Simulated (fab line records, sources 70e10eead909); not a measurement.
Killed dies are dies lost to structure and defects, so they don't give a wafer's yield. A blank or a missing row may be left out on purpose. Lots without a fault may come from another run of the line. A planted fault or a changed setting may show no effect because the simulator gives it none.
One fault seen from 2 desks | flow nand_harc | each desk has only its own numbers; what lay behind them comes last

THE METROLOGY DESK
What the gauges read, lot by lot, whatever tool the lot ran on: means of the sampled wafers that have a number. A lot is out of limits, marked OUT, if its mean lies more than 4 standard deviations from the usual mean; the brackets give that distance.
Columns: A = cd_nm at NHARC_P_GATE_CD_MEAS_59, usual 721 nm
lot  | first seen here | A
L725 | day 6 10:01     | 716
L729 | day 8 08:58     | 719
L740 | day 12 22:25    | 723
L741 | day 13 12:10    | 721
L743 | day 14 03:32    | 716
L745 | day 14 20:25    | 720
This desk's finding: nothing out of limits on any of the 6 lots.

THE TOOL OWNER'S DESK: krf_scanner-03
The tool's own readings at NHARC_P_GATE_EXPOSE_88 (exposes mask P HVN, target cd 2000 nm): means of the sampled wafers that have a number, for each lot that ran on this tool. A lot is out of limits, marked OUT, if its mean lies more than 4 standard deviations from the usual mean; the brackets give that distance.
Columns: A = focus_offset_nm at NHARC_P_GATE_EXPOSE_88, usual 0.0 nm; B = reticle_temp_C at NHARC_P_GATE_EXPOSE_88, usual 23.02 C
lot  | first seen here | A    | B
L729 | day 8 10:31     | 0.2  | 22.83
L740 | day 12 23:52    | -0.4 | 22.99
L741 | day 13 13:43    | 0.4  | 22.87
This desk's finding: nothing out of limits on any of the 3 lots.

PUT TOGETHER
The metrology desk saw nothing out of limits.
The tool owner's desk saw nothing out of limits.

WHAT THE SIMULATOR HAD PUT IN
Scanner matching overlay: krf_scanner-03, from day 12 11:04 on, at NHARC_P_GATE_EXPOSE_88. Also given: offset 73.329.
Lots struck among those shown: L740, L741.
